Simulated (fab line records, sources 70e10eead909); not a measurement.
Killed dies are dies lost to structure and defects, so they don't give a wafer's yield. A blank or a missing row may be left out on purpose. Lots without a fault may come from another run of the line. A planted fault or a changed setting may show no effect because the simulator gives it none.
Chamber matching | flow nand_harc | NHARC_A_CHANNEL_FILL_D1_STRIP_28 on rie_diel-05: 4 sister chambers
The step strips in O2, time 20 s. 4 wafers are shown with their chamber, then 12 later ones without.

WAFERS WITH THEIR CHAMBER
wafer  | chamber | showerhead_plenum_p_Torr (Torr)
L079.1 | 1       | 3.64
L087.1 | 0       | 3.48
L089.4 | 2       | 3.46
L089.6 | 3       | 3.78

WAFERS WITHOUT THEIR CHAMBER
wafer  | showerhead_plenum_p_Torr (Torr)
L092.2 | 3.48
L092.3 | 3.46
L092.6 | 3.48
L094.1 | 3.63
L094.3 | 3.78
L094.6 | 3.46
L095.2 | 3.46
L095.4 | 3.78
L095.6 | 3.48
L096.2 | 3.48
L096.4 | 3.63
L096.5 | 3.78

WHICH CHAMBER EACH WENT THROUGH
wafer  | from the rows above | in truth
L092.2 | 0                   | 0
L092.3 | 2                   | 2
L092.6 | 0                   | 0
L094.1 | 1                   | 1
L094.3 | 3                   | 3
L094.6 | 2                   | 2
L095.2 | 2                   | 2
L095.4 | 3                   | 3
L095.6 | 0                   | 0
L096.2 | 0                   | 0
L096.4 | 1                   | 1
L096.5 | 3                   | 3
Placed correctly: 12 of 12. Can't be placed from these rows: 0. Placed wrongly: 0.
How it was worked out, from the rows above alone: a wafer's distance from a chamber is the root of the sum, over the readings, of the square of ((its reading less the chamber's mean) divided by the reading's scatter). The wafer belongs to the nearest chamber; if the next one is less than 2 further off, it can't be placed. A chamber's mean is the mean of its shown wafers. The scatter: with one shown wafer a chamber, the root of the mean of the squares of how far each hidden wafer lies from its nearest shown one.
